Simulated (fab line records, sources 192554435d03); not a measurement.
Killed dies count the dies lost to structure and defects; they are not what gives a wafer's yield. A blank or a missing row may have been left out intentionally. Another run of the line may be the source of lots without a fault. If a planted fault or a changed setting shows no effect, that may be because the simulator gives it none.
Comparing a struck lot with a sound one + flow n5Finfet + 29 out of 1938 route steps
Sound: wafers L872.1, L872.3, L872.4. Struck: wafer L891.4; the same lot's L891.6 was not struck, so it is left out; see the end for the cause.
Per side, at each step with rows, come the tool, then ch with its chambers, and then its first start. Under that, the readings that differ: sound wafers + struck wafers + difference of the means + sigmas: that difference in standard deviations of wafers without a fault.
alike: words and numbers the same on both sides, and readings whose means are apart by under 2 such deviations; not compared: readings that were withheld, readings missing a value for some wafer, numbers with overlapping values and no deviation given by the record, and bounds like >300 which may hide the same value.
A row with sigmas, a row that says differs or no value, or rows on one side alone: a step with any of these is where the two part. Numbers that don't overlap but have no deviation are shown without sigmas and don't part them. A reading missing from all wafers of one side parts the sides only when that side holds two or more wafers.

first, 1 step without rows for these wafers: N5_MIM_BOT_LITHO_HARDBAKE_09 (time 120 s).
N5_MIM_BOT_LITHO_CD_MEAS_08 targets a cd of 3000 nm.
  sound on cdSem-02 ch 0, day 13 16:52; struck on cdSem-01 ch 0, day 18 17:18
  alike: cdNm
N5_MIM_BOT_LITHO_OVL_MEAS_11:
  sound on overlay-02 ch 0, day 13 16:53; struck on overlay-02 ch 0, day 18 17:20
  alike: MIM_BOT_OVL
N5_MIM_BOT_LITHO_INSPECT_12: inspects for defects (macro).
  struck on defectInspect-02, day 18 17:22; sound on defectInspect-02, day 13 16:55
  alike: rawDefectCount
then, 1 step without rows for these wafers: N5_MIM_BOT_LITHO_DESCUM_10 (chemistry O2, time 7.9 s).
N5_MIM_BOT_ETCH_ETCH_04: etches SiNx in CF4/O2, target depth 26 nm, time 13 s.
  sound on rieDiel-01 ch 0,1,2, day 13 17:01; struck on rieDiel-01 ch 1, day 18 17:31
  alike: drypumpMotorCurrentA, oesProductAu, rfVppV, showerheadPlenumPTorr, throttleValvePct
  not compared: rfHoursCounterH
N5_MIM_BOT_ETCH_ETCH_03: etches the open film in Cl2/BCl3, target depth 12 nm.
  sound on rieMetal-01 ch 0,1, day 13 17:07; struck on rieMetal-02 ch 1, day 18 17:38
| reading              | sound             | struck | difference | sigmas |
|----------------------|-------------------|--------|------------|--------|
| throttleValvePct (%) | 27.24 27.27 27.55 | 27.92  | +0.57      | +2     |
  alike: drypumpMotorCurrentA, mfcCl2Sccm, oesProductAu
  not compared: rfHoursCounterH
then, 1 step without rows for these wafers: N5_MIM_BOT_ETCH_ETCH_00 (etches TiN in Cl2/BCl3, target depth 45.5 nm).
N5_MIM_BOT_ETCH_STRIP_01: strips in O2.
  sound on rieDiel-01 ch 0,2,3, day 13 17:20; struck on rieDiel-04 ch 2, day 18 17:50
| reading             | sound       | struck | difference | sigmas |
|---------------------|-------------|--------|------------|--------|
| rfHoursCounterH (h) | 173 102 104 | 30     | -96        |        |
  alike: drypumpMotorCurrentA, oesProductAu, rfVppV, showerheadPlenumPTorr, throttleValvePct
then, 3 steps without rows for these wafers: N5_MIM_BOT_ETCH_STRIP_02 (strips in post etch residue remover, time 1200 s); N5_MIM_BOT_ETCH_CLEAN_05 (cleans in IPA, time 180 s); N5_MIM_BOT_ETCH_SRD_06 (time 30 s).
N5_PASSIVATION_PECVD_55: deposits SiO2 from SiH4/N2O, target thk 400 nm, time 22.5 s.
  sound on pecvd-03 ch 0,2, day 13 17:50; struck on pecvd-02 ch 0, day 18 18:22
| reading                                       | sound           | struck | difference | sigmas |
|-----------------------------------------------|-----------------|--------|------------|--------|
| heaterPowerW (W)                              | 731 776 744     | 536    | -214       | -2     |
| model.SiO2_of_PASSIVATION_PECVD_55.thkNm (nm) | 397.4 392 404.6 | 386.2  | -11.8      |        |
  alike: showerheadPlenumPTorr, throttleValvePct
then, 9 steps without rows for these wafers: N5_PASSIVATION_PECVD_01 (deposits SiNx from SiH4/NH3/N2, target thk 200 nm, time 43.2 s); N5_PASSIVATION_HMDS_03 (time 60 s); N5_PASSIVATION_COAT_04; N5_PASSIVATION_EBR_06; N5_PASSIVATION_SOFTBAKE_05 (time 90 s); N5_PASSIVATION_EXPOSE_07 (exposes mask TV, defocus 0 nm, target cd 3000 nm); N5_PASSIVATION_PEB_08; N5_PASSIVATION_DEVELOP_09 (develop time 60 s); N5_PASSIVATION_HARDBAKE_11 (time 120 s).
N5_PASSIVATION_CD_MEAS_10 targets a cd of 3000 nm.
  sound on cdSem-01 ch 0, day 13 19:36; struck on cdSem-03 ch 0, day 18 18:58
  alike: cdNm
N5_PASSIVATION_OVL_MEAS_60:
  sound on overlay-01 ch 0, day 13 19:38; struck on overlay-02 ch 0, day 18 18:59
| reading     | sound     | struck | difference | sigmas |
|-------------|-----------|--------|------------|--------|
| TV_OVL (nm) | -7 -14 -8 | 2      | +12        | +2     |
N5_PASSIVATION_INSPECT_61: inspects for defects (macro).
  struck on defectInspect-01, day 18 19:01; sound on defectInspect-02, day 13 19:39
  alike: rawDefectCount
N5_PASSIVATION_DESCUM_12: chemistry O2, time 7.9 s.
  sound on rieDiel-05 ch 1,2,3, day 13 19:41; struck on rieDiel-03 ch 1, day 18 19:20
| reading             | sound     | struck | difference | sigmas |
|---------------------|-----------|--------|------------|--------|
| rfHoursCounterH (h) | 36 68 179 | 239    | +145       |        |
  alike: drypumpMotorCurrentA, oesProductAu, rfVppV, showerheadPlenumPTorr, throttleValvePct
N5_PASSIVATION_PASS_ETCH_74: etches SiNx in CF4/O2, target depth 220 nm, time 110 s.
  sound on rieDiel-05 ch 1,2,3, day 13 19:45; struck on rieDiel-03 ch 1, day 18 19:24
| reading             | sound     | struck | difference | sigmas |
|---------------------|-----------|--------|------------|--------|
| rfHoursCounterH (h) | 36 68 179 | 239    | +145       |        |
  alike: drypumpMotorCurrentA, oesProductAu, rfVppV, showerheadPlenumPTorr, throttleValvePct
N5_PASSIVATION_VIA_ETCH_13: etches SiO2 in CHF3/O2, target depth 660 nm, time 330 s.
  sound on rieDiel-05 ch 1,2,3, day 13 19:51; struck on rieDiel-03 ch 1, day 18 19:29
| reading             | sound       | struck | difference | sigmas |
|---------------------|-------------|--------|------------|--------|
| rfHoursCounterH (h) | 37 68 179   | 239    | +144       |        |
| rfVppV (V)          | 524 527 529 | 517    | -10        | -2     |
  alike: CHF3_flow_sccm, drypumpMotorCurrentA, etchRfOnTimeS, oesProductAu, showerheadPlenumPTorr, throttleValvePct
  not compared: model.coat_of_PASSIVATION_COAT_04.thkNm
then, 1 step without rows for these wafers: N5_PASSIVATION_STRIP_14 (strips in O2).

WHERE THEY PART
Earliest at N5_MIM_BOT_ETCH_ETCH_03; latest, in this record, at N5_PASSIVATION_VIA_ETCH_13.

WHY: the cause the simulator had injected
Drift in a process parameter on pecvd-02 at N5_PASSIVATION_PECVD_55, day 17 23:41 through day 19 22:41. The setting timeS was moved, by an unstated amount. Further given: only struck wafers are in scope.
